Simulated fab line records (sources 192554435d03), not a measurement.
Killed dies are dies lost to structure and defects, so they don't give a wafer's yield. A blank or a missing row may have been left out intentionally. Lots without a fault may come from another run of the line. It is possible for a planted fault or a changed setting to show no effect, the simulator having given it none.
One fault seen from 3 desks :: flow n5 finfet :: each desk has only its own numbers; what lay behind them comes last

## METROLOGY DESK
What the gauges read for every lot (on any tool): the sampled wafers with a number, averaged. If a lot's mean is further than 4 standard deviations from the usual mean, the lot is out of limits and carries the mark OUT (the distance appears in the brackets).
Columns: A = V4_OVL at N5_BEOL_M5_OVL_MEAS_29, usual -0.1 nm
lot: L556
first seen here: day 11 05:57
A: -0.8

lot: L558
first seen here: day 12 04:37
A: -0.7

lot: L567
first seen here: day 14 04:17
A: 1.2

lot: L568
first seen here: day 14 07:19
A: -0.9

lot: L569
first seen here: day 14 22:58
A: -0.8

lot: L566
first seen here: day 15 06:38
A: 0.5

lot: L575
first seen here: day 15 19:23
A: 0.0
Finding of this desk: none of the 7 lots has anything out of limits.

## THE TOOL OWNER'S DESK: rie diel-06
The tool's own readings at N5_BEOL_M5_ETCH_41 (etches SiCN in CH3F/O2, target depth 31.5 nm, time 56.7 s): means of the sampled wafers that have a number, for each lot that ran on this tool. If a lot's mean is further than 4 standard deviations from the usual mean, the lot is out of limits and carries the mark OUT (the distance appears in the brackets).
Columns: A = drypump motor current A at N5_BEOL_M5_ETCH_41, usual 5.4 A; B = mfc ar sccm at N5_BEOL_M5_ETCH_41, usual 150.0 sccm; C = oes product au at N5_BEOL_M5_ETCH_41, usual 0.78 a.u.; D = rf fwd power W at N5_BEOL_M5_ETCH_41, usual 391.8 W; E = rf vpp V at N5_BEOL_M5_ETCH_41, usual 296.8 V; F = showerhead plenum p Torr at N5_BEOL_M5_ETCH_41, usual 1.98 Torr; G = throttle valve pct at N5_BEOL_M5_ETCH_41, usual 16.35 %
lot: L558
first seen here: day 12 05:13
A: 5.5
B: 150.4
C: 0.71
D: 391.5
E: 295.0
F: 1.91
G: 16.60

lot: L567
first seen here: day 14 05:14
A: 5.3
B: 149.7
C: 0.72
D: 360.3 (-24) OUT
E: 304.7 (+4.4) OUT
F: 1.92
G: 16.42

lot: L568
first seen here: day 14 07:49
A: 5.0
B: 149.9
C: 0.75
D: 328.3 (-49) OUT
E: 314.1 (+9.6) OUT
F: 1.93
G: 16.33

lot: L566
first seen here: day 15 07:59
A: 5.4
B: 150.1
C: 0.72
D: 360.6 (-24) OUT
E: 304.1 (+4.1) OUT
F: 1.91
G: 16.33
Finding of this desk: L566, L567, L568 out of limits; the first was L567 at day 14 05:14, on rf fwd power W at N5_BEOL_M5_ETCH_41. In limits: L558.

## THE DEFECT DESK
Lot by lot, what the route's inspections counted, given as the mean of those sampled wafers with a number. If a lot's mean is further than 4 standard deviations from the usual mean, the lot is out of limits and carries the mark OUT (the distance appears in the brackets).
Columns: A = raw defect count at N5_BEOL_M5_INSPECT_30, usual 388
lot: L556
first seen here: day 11 06:01
A: 466

lot: L558
first seen here: day 12 04:41
A: 402

lot: L567
first seen here: day 14 04:21
A: 406

lot: L568
first seen here: day 14 07:22
A: 345

lot: L569
first seen here: day 14 23:02
A: 410

lot: L566
first seen here: day 15 06:42
A: 416

lot: L575
first seen here: day 15 19:27
A: 419
Finding of this desk: none of the 7 lots has anything out of limits.

## ALL TOGETHER
On L566, L567, L568, at day 14 05:14, an alarm was possible from the tool owner's desk.
Nothing out of limits was seen by the metrology desk.
No out-of-limits result turned up at the defect desk.
The metrology desk holds a record of L566, L567, L568, inside its limits.
The defect desk has L566, L567, L568 on record, within its limits.
On rie diel-06, each named lot ran N5_BEOL_M5_ETCH_41.

## WHAT THE SIMULATOR HAD INSERTED
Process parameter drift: rie diel-06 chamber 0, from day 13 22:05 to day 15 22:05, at N5_BEOL_M5_ETCH_41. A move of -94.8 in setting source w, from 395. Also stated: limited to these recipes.
Lots struck among those shown: L566, L567, L568.
Delay in hours, fault start to first out-of-limits reading, by desk: the tool owner's desk at 7.
